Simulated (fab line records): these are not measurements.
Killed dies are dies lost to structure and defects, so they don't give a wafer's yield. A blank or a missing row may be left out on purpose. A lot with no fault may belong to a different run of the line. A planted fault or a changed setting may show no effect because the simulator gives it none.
The tool behind it: which one?    flow n5-finfet    12 lots with 35 wafers sampled at 2 steps, on a route of 1938 steps

WHAT THE GAUGES READ, wafer by wafer
N5_PASSIVATION_CD_MEAS_10: the cd target is 3000 nm.
lot   measured      on         cd-nm (nm)
L725  day 11 17:36  cd-sem-02  2996.2 2998.2 2995.0
L726  day 12 05:25  cd-sem-02  2996.2 2997.5 2998.2
L727  day 12 16:29  cd-sem-02  2997.2 2997.9 3000.4
L729  day 13 04:38  cd-sem-02  2996.6 2994.2 2995.7
L730  day 13 07:52  cd-sem-01  3000.8 2997.3 2999.3
L734  day 14 00:17  cd-sem-01  2995.9 3000.9 2995.5
L733  day 14 11:23  cd-sem-03  3000.3 3000.6 2996.9
L738  day 15 06:53  cd-sem-01  2999.5 3001.5 3002.0
L737  day 15 07:34  cd-sem-01  3001.0 3001.3 2999.8
L740  day 16 06:34  cd-sem-03  2998.8 2998.3 3001.2
L747  day 17 16:08  cd-sem-03  2995.4 3000.9 2998.0
L746  day 18 09:52  cd-sem-01  2997.1 2999.1

N5_PASSIVATION_OVL_MEAS_60.
lot   measured      on          TV_OVL (nm)
L725  day 11 17:38  overlay-02  -3 -3 2
L726  day 12 05:26  overlay-01  -11 -5 7
L727  day 12 16:31  overlay-02  3 11 -1
L729  day 13 04:40  overlay-02  -5 -5 3
L730  day 13 07:53  overlay-01  -7 -6 -4
L734  day 14 00:20  overlay-02  6 7 9
L733  day 14 11:25  overlay-02  6 8 5
L738  day 15 06:56  overlay-01  -1 -3 -4
L737  day 15 07:36  overlay-01  1 1 -7
L740  day 16 06:35  overlay-01  -11 0 -13
L747  day 17 16:10  overlay-01  -9 -2 -7
L746  day 18 09:54  overlay-01  2 -5

TOOL THAT RAN EACH LOT (tool first, then ch and the chambers of the sampled wafers, then the start)
No process step before these readings appears in the record.

AS READ BY THE TOOLS THEMSELVES (means over the sampled wafers that have a number; for cases with no such wafer, the mark the record gives instead)
The record holds no such reading with a usual standard deviation.

THE ANSWER, worked out from the rows above alone
Rule: usual is defined by the lots themselves. The widest of any qualifying gaps counts: lots, ordered by their means at a reading, are off when they make up no more than a third of the lots, leave a main group of 4 or more, and stand apart from it by 3 or more times the standard deviation of that group's means. The tables above print the reading to a certain number of digits; a main group whose means all agree to those digits is not used. Also off: a lot with no number at a reading for which 4 or more lots have one. Where the step has rows for the other lots, those lots are counted as sound. Order of review: gauges by route order, followed by the tools' own readings, for which a lot's mean as printed above is used. The first step at which some lot is off is used, and at that step the reading that is off furthest; a lot without a number counts as furthest.
No lot is off at any reading shown: from this, nothing can be told.

WHAT THE SIMULATOR PUT IN
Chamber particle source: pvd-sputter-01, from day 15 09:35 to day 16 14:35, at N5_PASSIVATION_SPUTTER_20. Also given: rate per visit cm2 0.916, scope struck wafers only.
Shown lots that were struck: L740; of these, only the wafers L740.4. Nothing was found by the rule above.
